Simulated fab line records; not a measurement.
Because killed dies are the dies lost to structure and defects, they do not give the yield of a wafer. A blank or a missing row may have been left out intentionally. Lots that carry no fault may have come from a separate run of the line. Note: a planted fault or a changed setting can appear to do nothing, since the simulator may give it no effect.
Chamber matching + flow nand-harc + NHARC_A_STAIRCASE_DESCUM_219 on rie-diel-07: 4 sister chambers
The step chemistry O2, time 3 s. 4 wafers are shown with their chamber, then 12 later ones without.

WAFERS PAIRED WITH THEIR CHAMBERS
| wafer  | chamber | drypump-motor-current-A (A) |
|--------|---------|-----------------------------|
| L083.3 | 3       | 5.9                         |
| L088.5 | 1       | 5.4                         |
| L090.2 | 0       | 6.4                         |
| L090.6 | 2       | 6.2                         |

WAFERS MISSING THEIR CHAMBER
| wafer  | drypump-motor-current-A (A) |
|--------|-----------------------------|
| L091.1 | 5.9                         |
| L091.4 | 6.2                         |
| L091.5 | 6.2                         |
| L092.2 | 5.4                         |
| L092.3 | 6.2                         |
| L092.4 | 5.8                         |
| L096.1 | 6.2                         |
| L096.5 | 5.9                         |
| L096.6 | 6.5                         |
| L097.2 | 5.4                         |
| L097.4 | 5.9                         |
| L097.6 | 5.4                         |

EACH ONE'S CHAMBER
| wafer  | from the rows above | in truth |
|--------|---------------------|----------|
| L091.1 | 3                   | 3        |
| L091.4 | 2                   | 2        |
| L091.5 | 2                   | 2        |
| L092.2 | 1                   | 1        |
| L092.3 | 2                   | 2        |
| L092.4 | 3                   | 3        |
| L096.1 | 2                   | 2        |
| L096.5 | 3                   | 3        |
| L096.6 | 0                   | 0        |
| L097.2 | 1                   | 1        |
| L097.4 | 3                   | 3        |
| L097.6 | 1                   | 1        |
12 of 12 placed correctly. Number that these rows cannot place: 0. Number placed wrongly: 0.
How it was worked out, from the rows above alone: a wafer's distance from a chamber is the root of the sum, over the readings, of the square of ((its reading less the chamber's mean) divided by the reading's scatter). The wafer belongs to the nearest chamber; if the next one is less than 2 further off, it can't be placed. For every chamber, the mean is computed from those of its wafers that are shown. The scatter: root of mean squared gap, hidden wafer to nearest shown wafer, with one shown wafer a chamber.
